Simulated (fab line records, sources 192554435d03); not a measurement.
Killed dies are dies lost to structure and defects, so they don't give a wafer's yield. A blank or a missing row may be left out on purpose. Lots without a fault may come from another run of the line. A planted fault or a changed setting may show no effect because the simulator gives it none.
Chamber matching | flow n5_finfet | N5_SDB_CMP_30 on cmp-02: 4 sister chambers
The step polishes, stops on poly-Si, t overpolish 1.54 s, target thk 30 nm. 8 wafers are shown with their chamber, then 7 later ones without.

WAFERS WITH THEIR CHAMBER
wafer  | chamber | motor_current_A (A) | time_to_endpoint_s (s)
L080.6 | 2       | 11.1                | 16.2
L081.1 | 1       | 12.5                | 16.1
L081.6 | 3       | 13.2                | 15.9
L082.1 | 3       | 13.3                | 17.0
L082.4 | 1       | 12.0                | 17.8
L082.6 | 0       | 11.8                | 17.4
L083.1 | 2       | 11.2                | 15.6
L083.2 | 0       | 12.1                | 15.8

WAFERS WITHOUT THEIR CHAMBER
wafer  | motor_current_A (A) | time_to_endpoint_s (s)
L083.4 | 12.9                | 16.4
L089.2 | 11.8                | 18.9
L089.3 | 12.0                | 17.6
L089.6 | 11.6                | 20.0
L096.2 | 11.4                | 14.7
L096.3 | 10.8                | 15.5
L096.6 | 12.4                | 16.2

WHICH CHAMBER EACH WENT THROUGH
wafer  | from the rows above          | in truth
L083.4 | can't be placed: 3 or 1      | 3
L089.2 | can't be placed: 0 or 1 or 2 | 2
L089.3 | can't be placed: 0 or 1      | 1
L089.6 | can't be placed: 0 or 1 or 2 | 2
L096.2 | can't be placed: 2 or 0      | 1
L096.3 | 2                            | 2
L096.6 | can't be placed: 1 or 0      | 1
Placed correctly: 1 of 7. Can't be placed from these rows: 6 (the true chamber is among the candidates in 5). Placed wrongly: 0.
How it was worked out, from the rows above alone: a wafer's distance from a chamber is the root of the sum, over the readings, of the square of ((its reading less the chamber's mean) divided by the reading's scatter). The wafer belongs to the nearest chamber; if the next one is less than 2 further off, it can't be placed. A chamber's mean is the mean of its shown wafers. The scatter: the root of (the sum of the squares of (reading less its chamber's mean) over the shown wafers, divided by (wafers less chambers)).
